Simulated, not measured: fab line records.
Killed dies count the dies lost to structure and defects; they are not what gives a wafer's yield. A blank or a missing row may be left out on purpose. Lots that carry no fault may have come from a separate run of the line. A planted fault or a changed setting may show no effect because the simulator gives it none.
Which tool is to blame? | flow n5 finfet | 26 wafers from 9 lots sampled at 6 of the route's 1938 steps

== WHAT THE GAUGES READ, wafer by wafer ==
N5_PMOS_HMC_CHANNEL_EPI_CD_MEAS_09: target cd 237.4 nm. Usual: 237.3 nm for cd nm, sd 1.
lot  | measured    | on        | cd nm (nm)        | flag
L433 | day 2 11:35 | cd sem-02 | 237.5 237.3 237.9 |
L435 | day 2 23:16 | cd sem-03 | 238.7 238.0 238.7 |
L437 | day 3 11:25 | cd sem-02 | 237.2 237.3 237.5 |
L440 | day 4 05:43 | cd sem-03 | 235.9 236.6       |
L444 | day 5 05:25 | cd sem-02 | 237.7 237.0 237.3 |
L448 | day 6 05:34 | cd sem-03 | 236.1 235.5 235.0 |
L450 | day 6 17:46 | cd sem-03 | 237.9 235.4 236.9 |
L451 | day 6 23:02 | cd sem-03 | 235.2 236.4 237.1 |
L453 | day 7 11:36 | cd sem-02 | 238.6 237.7 238.4 |

N5_PMOS_HMC_CHANNEL_EPI_THK_MEAS_22. Usual: for HMC_CMP_THK the level is 54.1 nm and the standard deviation is 0.72.
lot  | measured    | on            | HMC_CMP_THK (nm) | flag
L433 | day 2 14:37 | film metro-01 | 54.3 55.5 54.6   |
L435 | day 3 02:01 | film metro-01 | 54.2 54.4 54.5   |
L437 | day 3 13:46 | film metro-02 | 54.3 52.8 53.9   |
L440 | day 4 08:28 | film metro-02 | 53.8 51.5        |
L444 | day 5 08:12 | film metro-01 | 55.1 51.5 54.3   |
L448 | day 6 08:21 | film metro-02 | 53.4 54.2 54.0   |
L450 | day 6 20:10 | film metro-01 | 53.9 54.3 52.7   |
L451 | day 7 01:49 | film metro-01 | 53.5 53.2 53.9   |
L453 | day 7 13:58 | film metro-01 | 53.2 53.9 54.2   |

N5_BEOL_M4_RC_MEAS_101. Usual: CJ_P 5.78, standard deviation 0.15; DIBL_N 36.3 mV/V, standard deviation 1.1; DIBL_P 36.3 mV/V, standard deviation 1.4; IOFF_N 0.155 nA/um, standard deviation 0.019; IOFF_P 0.211 nA/um, standard deviation 0.027; ION_N 672 uA/um, standard deviation 8.5; ION_P 462 uA/um, standard deviation 5.8; SS_N 71.5 mV/dec, standard deviation 0.56; SS_P 73.3 mV/dec, standard deviation 0.52; VT_N 249.9 mV, standard deviation 2.5; VT_P -249.8 mV, standard deviation 2.8.
lot  | measured     | on        | CJ_P           | DIBL_N (mV/V)  | DIBL_P (mV/V)  | IOFF_N (nA/um)    | IOFF_P (nA/um)    | ION_N (uA/um) | ION_P (uA/um) | SS_N (mV/dec)  | SS_P (mV/dec)  | VT_N (mV)         | VT_P (mV)            | flag
L433 | day 10 03:50 | prober-01 | 5.67 5.61 5.63 | 35.0 35.6 36.1 | 36.1 37.4 37.8 | 0.126 0.148 0.149 | 0.198 0.235 0.227 | 669 679 668   | 459 473 458   | 70.9 71.3 71.5 | 72.1 73.1 72.3 | 255.9 248.9 251.6 | -249.1 -247.1 -248.8 |
L435 | day 11 10:13 | prober-01 | 5.83 5.69 5.71 | 36.3 34.8 36.3 | 36.4 33.7 35.6 | 0.166 0.135 0.171 | 0.199 0.167 0.199 | 684 677 691   | 462 463 465   | 71.2 71.3 71.8 | 73.6 72.6 73.6 | 248.7 252.9 248.2 | -252.6 -251.8 -250.2 |
L437 | day 13 01:34 | prober-02 | 5.80 6.04 5.83 | 36.7 37.7 36.1 | 37.0 37.7 34.9 | 0.177 0.182 0.156 | 0.217 0.223 0.183 | 689 677 670   | 466 459 456   | 71.6 72.3 71.0 | 74.0 73.2 73.2 | 250.4 245.9 249.7 | -248.3 -247.1 -251.6 |
L440 | day 14 10:16 | prober-02 | 5.80 6.21      | 37.0 37.9      | 36.2 36.9      | 0.150 0.163       | 0.203 0.216       | 672 675       | 461 467       | 71.5 71.6      | 73.3 73.1      | 250.7 249.0       | -250.7 -246.5        |
L444 | day 15 19:02 | prober-02 | 5.67 6.28 5.77 | 36.0 34.5 36.7 | 35.6 33.7 36.1 | 0.151 0.128 0.169 | 0.238 0.202 0.253 | 667 662 682   | 468 463 467   | 71.7 70.8 71.6 | 73.2 72.7 72.9 | 248.3 253.7 245.5 | -246.1 -246.3 -243.8 |
L448 | day 17 01:21 | prober-02 | 6.00 5.75 5.84 | 38.3 37.5 36.9 | 37.3 35.8 35.6 | 0.176 0.154 0.149 | 0.236 0.206 0.204 | 677 680 669   | 462 465 457   | 71.2 71.6 71.5 | 73.9 73.1 73.6 | 245.9 252.5 250.5 | -248.3 -249.6 -249.6 |
L450 | day 17 06:04 | prober-02 | 5.81 5.70 6.01 | 36.5 40.0 37.1 | 36.4 40.9 37.2 | 0.150 0.228 0.171 | 0.210 0.301 0.236 | 676 699 677   | 466 479 471   | 71.5 72.5 71.1 | 72.9 74.0 73.1 | 250.0 242.9 246.3 | -250.0 -244.8 -247.0 |
L451 | day 16 08:40 | prober-01 | 5.91 6.03 5.81 | 34.9 34.3 34.9 | 37.6 36.8 36.6 | 0.168 0.150 0.157 | 0.241 0.235 0.232 | 668 673 665   | 470 472 465   | 70.4 71.7 71.8 | 73.3 73.1 72.6 | 247.3 249.5 251.7 | -247.3 -244.4 -248.7 |
L453 | day 16 04:41 | prober-02 | 6.04 5.83 5.78 | 37.2 38.7 37.2 | 36.6 36.8 35.6 | 0.171 0.196 0.161 | 0.241 0.250 0.223 | 678 671 674   | 467 461 464   | 72.2 72.8 71.9 | 73.7 73.2 73.3 | 251.6 246.3 247.5 | -246.2 -246.9 -249.5 |

== TOOL THAT RAN EACH LOT (tool first, then ch and the chambers of the sampled wafers, then the start) ==
lot  | N5_WELL_APT_DESCUM_30             | N5_PMOS_HMC_CHANNEL_EPI_ETCH_32   | N5_PMOS_HMC_CHANNEL_EPI_FIN_RECESS_16
L433 | rie diel-02 ch 2,3, day 2 09:02   | rie diel-06 ch 0,1,3, day 2 11:56 | rie si-02 ch 0,3, day 2 12:22
L435 | rie diel-04 ch 0,2,3, day 2 20:58 | rie diel-03 ch 1,2,3, day 2 23:24 | rie si-02 ch 1,2,3, day 2 23:49
L437 | rie diel-04 ch 2,3, day 3 08:55   | rie diel-06 ch 0,1,2, day 3 11:32 | rie si-04 ch 0,1,2, day 3 11:57
L440 | rie diel-02 ch 1,3, day 4 03:26   | rie diel-03 ch 1, day 4 05:50     | rie si-02 ch 2,3, day 4 06:16
L444 | rie diel-02 ch 0,1,3, day 5 03:10 | rie diel-03 ch 0,1, day 5 05:32   | rie si-02 ch 1,2, day 5 06:00
L448 | rie diel-04 ch 1,2, day 6 03:16   | rie diel-01 ch 0,2,3, day 6 05:41 | rie si-04 ch 1,2,3, day 6 06:08
L450 | rie diel-02 ch 0,1,3, day 6 15:30 | rie diel-01 ch 1,2,3, day 6 17:54 | rie si-06 ch 0,2,3, day 6 18:22
L451 | rie diel-02 ch 1,2,3, day 6 21:05 | rie diel-06 ch 0,1,2, day 6 23:11 | rie si-06 ch 1,2,3, day 6 23:37
L453 | rie diel-05 ch 0,1,2, day 7 09:16 | rie diel-03 ch 2,3, day 7 11:44   | rie si-06 ch 1,2, day 7 12:10
- N5_WELL_APT_DESCUM_30: chemistry O2, time 7.9 s.
- N5_PMOS_HMC_CHANNEL_EPI_ETCH_32: etches BARC in N2/H2, stops on SiO2, target depth 85.8 nm, time 50.3 s.
- N5_PMOS_HMC_CHANNEL_EPI_FIN_RECESS_16: chemistry HBr/Cl2, target Si, target depth 54 nm, time 18 s.

== AS READ BY THE TOOLS THEMSELVES (means over the sampled wafers that have a number; for cases with no such wafer, the mark the record gives instead) ==
N5_WELL_APT_DESCUM_30. Usual: bias power w 20.00 W, standard deviation 0.052; drypump motor current A 5.7 A, standard deviation 0.32; oes product au 0.77 a.u., standard deviation 0.064; rf vpp V 243.3 V, standard deviation 1.6; showerhead plenum p Torr 2.10 Torr, standard deviation 0.087; throttle valve pct 20.49 %, standard deviation 0.13.
lot  | tool        | bias power w (W) | drypump motor current A (A) | oes product au (a.u.) | rf vpp V (V) | showerhead plenum p Torr (Torr) | throttle valve pct (%) | flag
L433 | rie diel-02 | 19.97            | 5.6                         | 0.83                  | 243.7        | 2.09                            | 20.50                  |
L435 | rie diel-04 | 19.94            | 5.5                         | 0.73                  | 243.1        | 2.08                            | 20.49                  |
L437 | rie diel-04 | 19.98            | 5.1                         | 0.74                  | 243.2        | 2.11                            | 20.48                  |
L440 | rie diel-02 | 20.01            | 5.7                         | 0.78                  | 243.3        | 2.10                            | 20.47                  |
L444 | rie diel-02 | 19.99            | 5.7                         | 0.76                  | 241.9        | 2.07                            | 20.43                  |
L448 | rie diel-04 | 19.95            | 5.5                         | 0.86                  | 243.0        | 2.06                            | 20.49                  |
L450 | rie diel-02 | 20.01            | 5.7                         | 0.75                  | 242.3        | 2.07                            | 20.45                  |
L451 | rie diel-02 | 20.02            | 5.7                         | 0.79                  | 243.2        | 2.13                            | 20.49                  |
L453 | rie diel-05 | 19.98            | 5.8                         | 0.78                  | 243.0        | 2.09                            | 20.56                  |

N5_PMOS_HMC_CHANNEL_EPI_ETCH_32. Usual: drypump motor current A 5.8 A, standard deviation 0.38; oes product au 0.68 a.u., standard deviation 0.075; rf vpp V 523.8 V, standard deviation 2.4; showerhead plenum p Torr 2.54 Torr, standard deviation 0.081; throttle valve pct 17.88 %, standard deviation 0.22.
lot  | tool        | drypump motor current A (A) | oes product au (a.u.) | rf vpp V (V) | showerhead plenum p Torr (Torr) | throttle valve pct (%) | flag
L433 | rie diel-06 | 6.2                         | 0.63                  | 523.6        | 2.54                            | 17.92                  |
L435 | rie diel-03 | 5.8                         | 0.71                  | 524.7        | 2.57                            | 17.67                  |
L437 | rie diel-06 | 6.1                         | 0.67                  | 524.8        | 2.59                            | 17.91                  |
L440 | rie diel-03 | 5.2                         | 0.62                  | 526.4        | 2.63                            | 17.71                  |
L444 | rie diel-03 | 5.7                         | 0.72                  | 524.6        | 2.54                            | 17.83                  |
L448 | rie diel-01 | 5.7                         | 0.71                  | 524.5        | 2.56                            | 17.98                  |
L450 | rie diel-01 | 5.8                         | 0.71                  | 524.3        | 2.53                            | 17.98                  |
L451 | rie diel-06 | 6.1                         | 0.74                  | 525.4        | 2.57                            | 17.82                  |
L453 | rie diel-03 | 6.0                         | 0.72                  | 524.1        | 2.55                            | 17.76                  |

N5_PMOS_HMC_CHANNEL_EPI_FIN_RECESS_16. Usual: HBr_flow_sccm 150.0 sccm, standard deviation 0.4; drypump motor current A 5.7 A, standard deviation 0.44; oes product au 1.000 a.u., standard deviation 0.018; throttle valve pct 35.28 %, standard deviation 0.23.
lot  | tool      | HBr_flow_sccm (sccm) | drypump motor current A (A) | oes product au (a.u.) | throttle valve pct (%) | flag
L433 | rie si-02 | 149.6                | 5.2                         | 1.002                 | 35.44                  |
L435 | rie si-02 | 150.1                | 5.4                         | 1.009                 | 35.17                  |
L437 | rie si-04 | 150.0                | 5.5                         | 1.011                 | 35.21                  |
L440 | rie si-02 | 150.1                | 5.4                         | 0.994                 | 35.22                  |
L444 | rie si-02 | 150.2                | 5.6                         | 1.027                 | 35.06                  |
L448 | rie si-04 | 150.3                | 5.5                         | 1.007                 | 35.30                  |
L450 | rie si-06 | 150.0                | 5.9                         | 0.983                 | 35.33                  |
L451 | rie si-06 | 150.3                | 6.1                         | 0.993                 | 35.23                  |
L453 | rie si-06 | 150.0                | 6.1                         | 0.976                 | 35.06                  |

== THE ANSWER, worked out from the rows above alone ==
Rule: lot off if the mean of its wafers having a number is beyond 3 standard deviations from the usual mean. A lot without any number at a reading at which 4 lots or more have one is off too. Any other lot the step has rows for is counted as sound. After the gauges, taken in route order, come the tools' own readings; for these a lot's mean is taken, as printed above. At the first step where some lot is off, the reading lying furthest off is the one used; lots without a number count as furthest.
No lot is off on any of the readings shown, so nothing can be concluded from this.

== WHAT THE SIMULATOR HAD PUT IN ==
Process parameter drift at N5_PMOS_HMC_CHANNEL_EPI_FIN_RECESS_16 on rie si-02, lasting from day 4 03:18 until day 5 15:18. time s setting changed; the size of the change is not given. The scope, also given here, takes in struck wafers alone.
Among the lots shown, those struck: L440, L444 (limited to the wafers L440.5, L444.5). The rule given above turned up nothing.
